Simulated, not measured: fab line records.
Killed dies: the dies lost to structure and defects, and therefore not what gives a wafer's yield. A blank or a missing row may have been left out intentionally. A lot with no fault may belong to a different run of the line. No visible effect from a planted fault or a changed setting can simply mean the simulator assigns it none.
Which of the tools did it? ; flow nand harc ; 12 lots with 36 wafers sampled at 5 steps, on a route of 1159 steps

WHAT EACH GAUGE READ, for each wafer
NHARC_END_SORT_01. Usual: defect limited yield 95.7 %, standard deviation 1.2; killed at array 25, standard deviation 7.8; killed at other 0.6, standard deviation 0.81; killed at periphery 3.3, standard deviation 2.2; killed dies 29, standard deviation 8.2; killed open 3.5, standard deviation 1.9; killed short 1.8, standard deviation 1.3; sort_bin_2_pct 1.3 %, standard deviation 0.5; sort_bin_3_pct 0.23 %, standard deviation 0.21; sort_bin_4_pct 2.8 %, standard deviation 0.9; sort n pass 648, standard deviation 8.2; sort rim yield pct 94.3 %, standard deviation 2.8; sort yield pct 95.7 %, standard deviation 1.2.
lot;measured;on;defect limited yield (%);killed at array;killed at other;killed at periphery;killed dies;killed open;killed short;sort_bin_2_pct (%);sort_bin_3_pct (%);sort_bin_4_pct (%);sort n pass;sort rim yield pct (%);sort yield pct (%);flag
L548;day 20 22:55;prober-01;94.8 96.3 93.8;32 21 36;0 0 0;3 4 6;35 25 42;3 3 8;0 4 4;0.7 1.3 2.4;0.59 0 0.15;3.8 2.4 3.7;642 652 635;93.4 93.4 91.5;94.8 96.3 93.8;
L550;day 20 17:33;prober-01;96.5 97.5 96.3;21 16 19;1 0 1;2 1 5;24 17 25;5 2 4;2 0 0;1.5 1.3 1.3;0 0.15 0;2.1 1.0 2.4;653 660 652;97.2 97.2 89.6;96.5 97.5 96.3;
L564;day 24 22:31;prober-02;95.1 0 93.4;31 40 40;0 1 0;2 636 5;33 677 45;4 1 8;1 3 1;1.3 96.0 1.8;0.44 0.15 0.15;3.1 3.8 4.7;644 0 632;97.2 0 95.3;95.1 0 93.4;OFF

WHAT TOOL EACH LOT RAN ON (gives the tool, then ch and the chambers of the sampled wafers, and finally the start)
lot;NHARC_P_BONDPAD_PVD_27;NHARC_A_BONDPAD_DESCUM_11;NHARC_A_BONDPAD_ANNEAL_28;NHARC_THIN_TSV_ANNEAL_52
L542;pvd sputter-01, day 6 01:21;rie diel-09 ch 0,2,3, day 17 17:04;rtp anneal-01 ch 0, day 17 18:57;rtp anneal-02 ch 0, day 18 12:49
L543;pvd sputter-02, day 6 23:34;rie diel-09 ch 2,3, day 18 03:23;rtp anneal-02 ch 0, day 18 05:07;rtp anneal-02 ch 0, day 19 04:40
L544;pvd sputter-03, day 6 23:54;rie diel-08 ch 1,2, day 18 04:17;rtp anneal-02 ch 0, day 18 06:08;rtp anneal-01 ch 0, day 19 03:24
L545;pvd sputter-01, day 7 10:14;rie diel-08 ch 0,1,2, day 18 13:25;rtp anneal-01 ch 0, day 18 15:19;rtp anneal-01 ch 0, day 19 12:09
L546;pvd sputter-03, day 7 14:21;rie diel-08 ch 0,3, day 19 06:23;rtp anneal-02 ch 0, day 19 08:13;rtp anneal-02 ch 0, day 20 04:17
L548;pvd sputter-03, day 7 19:31;rie diel-07 ch 0,2,3, day 19 14:16;rtp anneal-01 ch 0, day 19 16:08;rtp anneal-01 ch 0, day 20 11:53
L549;pvd sputter-03, day 8 04:44;rie diel-09 ch 0,1,2, day 20 02:28;rtp anneal-01 ch 0, day 20 04:10;rtp anneal-02 ch 0, day 21 00:35
L550;pvd sputter-03, day 8 06:01;rie diel-09 ch 0,1, day 19 10:55;rtp anneal-01 ch 0, day 19 12:48;rtp anneal-02 ch 0, day 20 05:02
L552;pvd sputter-01, day 8 20:35;rie diel-07 ch 2,3, day 20 03:10;rtp anneal-01 ch 0, day 20 05:14;rtp anneal-02 ch 0, day 20 23:26
L554;pvd sputter-03, day 9 13:03;rie diel-09 ch 0,1,2, day 20 16:07;rtp anneal-02 ch 0, day 20 17:49;rtp anneal-01 ch 0, day 21 13:17
L556;pvd sputter-01, day 10 07:55;rie diel-08 ch 2,3, day 21 21:58;rtp anneal-02 ch 0, day 21 23:44;rtp anneal-02 ch 0, day 22 16:28
L564;pvd sputter-03, day 11 19:52;rie diel-09 ch 1,3, day 23 16:20;rtp anneal-02 ch 0, day 23 18:18;rtp anneal-02 ch 0, day 24 12:55
- NHARC_P_BONDPAD_PVD_27: deposits Cu, target thk 30 nm, time 20.49 s.
- NHARC_A_BONDPAD_DESCUM_11: chemistry O2, time 3 s.
- NHARC_A_BONDPAD_ANNEAL_28: time 90 s.
- NHARC_THIN_TSV_ANNEAL_52: time 90 s.

WHAT THE TOOLS THEMSELVES READ (means of the sampled wafers that have a number; where no wafer has one, the mark that the record gives instead)
NHARC_P_BONDPAD_PVD_27. Usual: 30.2 % for throttle valve pct, sd 0.87.
lot;tool;throttle valve pct (%);flag
L542;pvd sputter-01;29.8;
L543;pvd sputter-02;29.7;
L544;pvd sputter-03;30.2;
L545;pvd sputter-01;29.4;
L546;pvd sputter-03;30.4;
L548;pvd sputter-03;30.4;
L549;pvd sputter-03;30.6;
L550;pvd sputter-03;30.5;
L552;pvd sputter-01;29.3;
L554;pvd sputter-03;29.9;
L556;pvd sputter-01;30.1;
L564;pvd sputter-03;30.0;

NHARC_A_BONDPAD_DESCUM_11. Usual: drypump motor current A 5.7 A, standard deviation 0.39; oes product au 0.999 a.u., standard deviation 0.017; rf vpp V 57.8 V, standard deviation 0.93; showerhead plenum p Torr 1.93 Torr, standard deviation 0.1; throttle valve pct 11.311 %, standard deviation 0.0094.
lot;tool;drypump motor current A (A);oes product au (a.u.);rf vpp V (V);showerhead plenum p Torr (Torr);throttle valve pct (%);flag
L542;rie diel-09;5.5;0.996;57.6;1.95;11.303;
L543;rie diel-09;5.9;0.983;58.0;1.88;11.300;
L544;rie diel-08;5.6;0.999;58.2;1.91;11.306;
L545;rie diel-08;5.6;0.985;57.6;1.92;11.307;
L546;rie diel-08;5.6;0.997;58.7;1.97;11.307;
L548;rie diel-07;5.8;0.988;58.3;2.00;11.319;
L549;rie diel-09;5.7;1.008;57.3;1.87;11.313;
L550;rie diel-09;5.4;1.005;58.1;1.93;11.311;
L552;rie diel-07;6.1;0.992;58.1;2.01;11.309;
L554;rie diel-09;5.7;1.012;57.9;1.87;11.307;
L556;rie diel-08;5.3;1.012;58.1;2.00;11.315;
L564;rie diel-09;5.8;0.992;57.0;1.92;11.318;

NHARC_A_BONDPAD_ANNEAL_28. Usual: 225.9 for wafer_temp_C_max, sd 0.35.
lot;tool;wafer_temp_C_max;flag
L542;rtp anneal-01;226.4;
L543;rtp anneal-02;225.6;
L544;rtp anneal-02;225.6;
L545;rtp anneal-01;226.5;
L546;rtp anneal-02;225.7;
L548;rtp anneal-01;226.3;
L549;rtp anneal-01;226.4;
L550;rtp anneal-01;225.9;
L552;rtp anneal-01;225.9;
L554;rtp anneal-02;225.6;
L556;rtp anneal-02;225.5;
L564;rtp anneal-02;225.6;

NHARC_THIN_TSV_ANNEAL_52. Usual: 225.9 for wafer_temp_C_max, sd 0.32.
lot;tool;wafer_temp_C_max;flag
L542;rtp anneal-02;225.7;
L543;rtp anneal-02;225.9;
L544;rtp anneal-01;226.3;
L545;rtp anneal-01;226.1;
L546;rtp anneal-02;225.6;
L548;rtp anneal-01;225.9;
L549;rtp anneal-02;225.8;
L550;rtp anneal-02;225.6;
L552;rtp anneal-02;225.8;
L554;rtp anneal-01;226.1;
L556;rtp anneal-02;225.8;
L564;rtp anneal-02;225.4;

THE ANSWER, worked out from the rows above alone
Rule: take the mean of a lot's wafers that have a number; if it is more than 3 standard deviations from the usual mean, the lot is off. A lot without any number at a reading at which 4 lots or more have one is off too. Any other lot the step has rows for is counted as sound. First the gauges in route order, then the tools' own readings, where a lot's mean is used as printed above. At the first step where some lot is off, the reading lying furthest off is the one used; lots without a number count as furthest.
Off: L564 (NHARC_END_SORT_01, killed at periphery). Neither off nor sound, because the step has no rows for them: L542, L543, L544, L545, L546, L549, L552, L554, L556.
A tool fits if, at a process step before that reading, it ran every lot that is off, and no sound lot after the first of them. Those tools and the gauges at NHARC_END_SORT_01 are tried in the same way. Can't be told from this: 4 tools fit, pvd sputter-03 at NHARC_P_BONDPAD_PVD_27, rie diel-09 at NHARC_A_BONDPAD_DESCUM_11, rtp anneal-02 at NHARC_A_BONDPAD_ANNEAL_28 and NHARC_THIN_TSV_ANNEAL_52, prober-02 at NHARC_END_SORT_01.

WHAT WAS PUT IN BY THE SIMULATOR
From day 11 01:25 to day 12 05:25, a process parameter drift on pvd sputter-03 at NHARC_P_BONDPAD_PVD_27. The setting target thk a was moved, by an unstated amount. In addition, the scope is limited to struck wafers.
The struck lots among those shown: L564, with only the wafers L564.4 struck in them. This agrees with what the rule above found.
